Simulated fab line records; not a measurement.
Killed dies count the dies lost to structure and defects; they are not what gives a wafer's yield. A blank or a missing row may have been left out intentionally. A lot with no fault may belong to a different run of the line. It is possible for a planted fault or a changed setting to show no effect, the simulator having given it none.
Chamber matching | flow n5_finfet | rie_diel-05 running N5_MOL_CONTACT_COAG_VIA_ETCH_117: 4 sister chambers
The step etches SiO2 in C4F6/O2, target depth 40 nm, overetch 8 nm, time 26 s. 22 wafers are shown with their chamber, then 11 later ones without.

## WAFERS WITH THEIR CHAMBER
wafer  | chamber | rf_vpp_V (V) | throttle_valve_pct (%) | showerhead_plenum_p_Torr (Torr)
L075.1 | 3       | 1591         | 40.6                   | 3.01
L075.3 | 1       | 1648         | 41.1                   | 2.98
L075.5 | 0       | 1592         | 41.3                   | 2.83
L077.1 | 3       | 1589         | 40.6                   | 3.00
L077.3 | 1       | 1647         | 41.2                   | 2.98
L077.5 | 2       | 1629         | 41.2                   | 2.96
L081.1 | 3       | 1588         | 40.5                   | 3.00
L081.3 | 2       | 1631         | 41.2                   | 2.96
L081.5 | 3       | 1589         | 40.6                   | 3.00
L080.2 | 2       | 1631         | 41.2                   | 2.96
L080.3 | 3       | 1586         | 40.6                   | 3.00
L080.6 | 0       | 1591         | 41.3                   | 2.83
L083.2 | 0       | 1591         | 41.3                   | 2.83
L083.3 | 1       | 1648         | 41.2                   | 2.97
L083.6 | 3       | 1590         | 40.6                   | 3.00
L084.1 | 1       | 1646         | 41.2                   | 2.97
L084.5 | 3       | 1590         | 40.6                   | 3.00
L084.6 | 0       | 1591         | 41.3                   | 2.82
L086.1 | 3       | 1589         | 40.6                   | 2.99
L086.3 | 2       | 1630         | 41.2                   | 2.95
L086.4 | 1       | 1647         | 41.2                   | 2.97
L088.2 | 1       | 1646         | 41.2                   | 2.97

SIGNATURES (averages over the wafers above)
reading                  | chamber 0 | chamber 1 | chamber 2 | chamber 3 | scatter within a chamber
rf_vpp_V                 | 1591.25   | 1647.00   | 1630.25   | 1589.00   | 1.14
throttle_valve_pct       | 41.300    | 41.183    | 41.200    | 40.587    | 0.0308
showerhead_plenum_p_Torr | 2.8275    | 2.9733    | 2.9575    | 3.0000    | 0.00518
Rule: distance of a wafer from a chamber = root of the sum over the readings of ((wafer's reading minus chamber's mean) / reading's scatter) squared. If the next closest chamber is less than 2 further off than the closest, the wafer can't be placed; otherwise it belongs to the closest. How the scatter is found: for the shown wafers, subtract from each reading the mean of its chamber, square and add these, divide the total by (wafers less chambers), then take the root.

## WAFERS WITH NO CHAMBER GIVEN
wafer  | rf_vpp_V (V) | throttle_valve_pct (%) | showerhead_plenum_p_Torr (Torr)
L088.3 | 1587         | 40.6                   | 2.99
L088.5 | 1592         | 41.3                   | 2.82
L090.1 | 1591         | 41.3                   | 2.82
L090.5 | 1645         | 41.2                   | 2.97
L090.6 | 1590         | 41.3                   | 2.82
L094.2 | 1645         | 41.2                   | 2.96
L094.5 | 1644         | 41.2                   | 2.96
L094.6 | 1629         | 41.2                   | 2.95
L097.1 | 1631         | 41.2                   | 2.94
L097.2 | 1586         | 40.6                   | 2.98
L097.6 | 1587         | 40.6                   | 2.98

## WHICH CHAMBER EACH ONE RAN IN
wafer  | from the rows above | in truth
L088.3 | 3                   | 3
L088.5 | 0                   | 0
L090.1 | 0                   | 0
L090.5 | 1                   | 1
L090.6 | 0                   | 0
L094.2 | 1                   | 1
L094.5 | 1                   | 1
L094.6 | 2                   | 2
L097.1 | 2                   | 2
L097.2 | 3                   | 3
L097.6 | 3                   | 3
11 of 11 placed correctly. From these rows, 0 cannot be placed. Wrongly placed: 0.
